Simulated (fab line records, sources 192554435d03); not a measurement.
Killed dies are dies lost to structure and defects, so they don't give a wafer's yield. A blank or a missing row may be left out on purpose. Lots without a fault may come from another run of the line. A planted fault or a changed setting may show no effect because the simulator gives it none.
Split-lot experiment | flow n5_finfet | 7 lots, 21 wafers read, on a route of 1938 steps

THE SPLIT
At N5_DUMMY_GATE_PECVD_30 (deposits SiO2 from TEOS/O2, target thk 55 nm, time 10.8 s), the setting time_s was moved away from the recipe's 10.8 s on 4 of the 21 wafers read, by -11.5% to -3.9%. The other wafers ran this setting at the recipe's value.

FROM THE SPLIT TO THE READING: what the file shows between them, 4 steps
- N5_DUMMY_GATE_COAT_34: time 60 s, resist thk 60 nm
- N5_DUMMY_GATE_COAT_35: time 60 s, resist thk 10 nm
- N5_DUMMY_GATE_ETCH_31: etches SiO2 in C4F6/O2, target depth 82.5 nm, time 27.5 s
- N5_DUMMY_GATE_STRIP_41: strips in O2

THE READING
SiO2_of_DUMMY_GATE_PECVD_30.thk_nm (the simulator's own value, which no gauge read), in nm, at N5_DUMMY_GATE_HM_OPEN_21 (chemistry CH3F/O2, target SiNx, target depth 120 nm, time 171.4 s). The file gives no usual value for it. The 17 wafers here that ran the recipe average 44.9 nm, standard deviation 0.75 nm.

wafer  | tool, chamber at the split | time_s as run, s | against the recipe | SiO2_of_DUMMY_GATE_PECVD_30.thk_nm, nm | against lot-mates on the recipe
L076.1 | pecvd-03, 0,2              | 9.556            | -11.5%             | 38.2                                   | -7.6
L076.2 | pecvd-03, 0,2              | 9.556            | -11.5%             | 38.2                                   | -7.6
L076.5 | pecvd-03, 0                | 10.8             | recipe             | 45.8                                   | -
L077.4 | pecvd-01, 2,1              | 10.8             | recipe             | 45.6                                   | -
L077.5 | pecvd-01, 0                | 10.8             | recipe             | 45                                     | -
L077.6 | pecvd-01, 2,1              | 10.8             | recipe             | 45.8                                   | -
L082.1 | pecvd-02, 2                | 10.29            | -4.7%              | 41.8                                   | -2.3
L082.2 | pecvd-02, 1                | 10.8             | recipe             | 43.4                                   | -
L082.5 | pecvd-02, 1                | 10.8             | recipe             | 44.8                                   | -
L084.2 | pecvd-02, 2                | 10.8             | recipe             | 44.4                                   | -
L084.6 | pecvd-02, 0                | 10.8             | recipe             | 44.4                                   | -
L084.5 | pecvd-02, 2                | 10.8             | recipe             | 45                                     | -
L089.1 | pecvd-02, 0                | 10.38            | -3.9%              | 42.2                                   | -2.8
L089.4 | pecvd-02, 0                | 10.8             | recipe             | 45.2                                   | -
L089.6 | pecvd-02, 2                | 10.8             | recipe             | 44.8                                   | -
L093.2 | pecvd-01, 0                | 10.8             | recipe             | 44.2                                   | -
L093.4 | pecvd-01, 2                | 10.8             | recipe             | 45.4                                   | -
L093.5 | pecvd-01, 1                | 10.8             | recipe             | 46                                     | -
L094.1 | pecvd-02, 1                | 10.8             | recipe             | 44                                     | -
L094.2 | pecvd-02, 0                | 10.8             | recipe             | 43.6                                   | -
L094.4 | pecvd-02, 2                | 10.8             | recipe             | 45.4                                   | -
Where a row lists several chambers, the file gives one row for several wafers and doesn't say which wafer went through which chamber.

THE FIT
A straight line over all 21 wafers: SiO2_of_DUMMY_GATE_PECVD_30.thk_nm changes by +0.587 nm for each +1% of time_s; r = +0.95; the points scatter about the line by 0.72 nm.
The same after taking each lot's own level away (the mean of its wafers on the recipe; 21 wafers): +0.652 nm for each +1%; r = +0.97; scatter 0.55 nm.
On that fit, the largest move of time_s shifts the reading by 7.5 nm.
The lots' own levels span 44.10 to 45.80 nm, that is 2.3 times the standard deviation above.
So the lot-to-lot level changes the slope little: the two slopes agree.
Check: with one of the wafers moved furthest among these (-11.5%) left out of the fit, the line predicts -7.41 nm for it against its lot-mates. It came out at -7.6 nm against them.

OTHER SPLITS ON THESE WAFERS
These wafers also went through other splits before the reading. Each is held against what the fit with the lots' levels taken away leaves over:
other split on the same wafers          | wafers away from the commonest value | r with SiO2_of_DUMMY_GATE_PECVD_30.thk_nm (lot level and that fit taken away)
N5_ZERO_LAYER_EXPOSE_08 dose_mj         | 10                                   | +0.02
N5_ZERO_LAYER_DEVELOP_10 develop_time_s | 6                                    | -0.09
N5_FIN_SAQP_PEB_14 peb_time_s           | 6                                    | -0.09
N5_FIN_SAQP_FIN_ETCH_36 icp_w           | 7                                    | -0.09
N5_DUMMY_GATE_HM_DEP_06 time_s          | 9                                    | +0.07

THE WHOLE CHAIN: every reading that the file lists as answering this split, in the file's order
step                     | what it does                                                      | reading                                                                             | change (the file's fit)               | r (the file's)
N5_DUMMY_GATE_PECVD_30   | deposits SiO2 from TEOS/O2, target thk 55 nm, time 10.8 s         | SiO2_of_DUMMY_GATE_PECVD_30.thk_nm (the simulator's own value, which no gauge read) | +0.648 nm for each +1% of the setting | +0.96
N5_DUMMY_GATE_HM_OPEN_21 | chemistry CH3F/O2, target SiNx, target depth 120 nm, time 171.4 s | SiO2_of_DUMMY_GATE_PECVD_30.thk_nm (the simulator's own value, which no gauge read) | +0.643 nm for each +1% of the setting | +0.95

THE FILE'S OWN FIT
SiO2_of_DUMMY_GATE_PECVD_30.thk_nm changes by +0.643 nm for each +1% of time_s, r = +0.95.
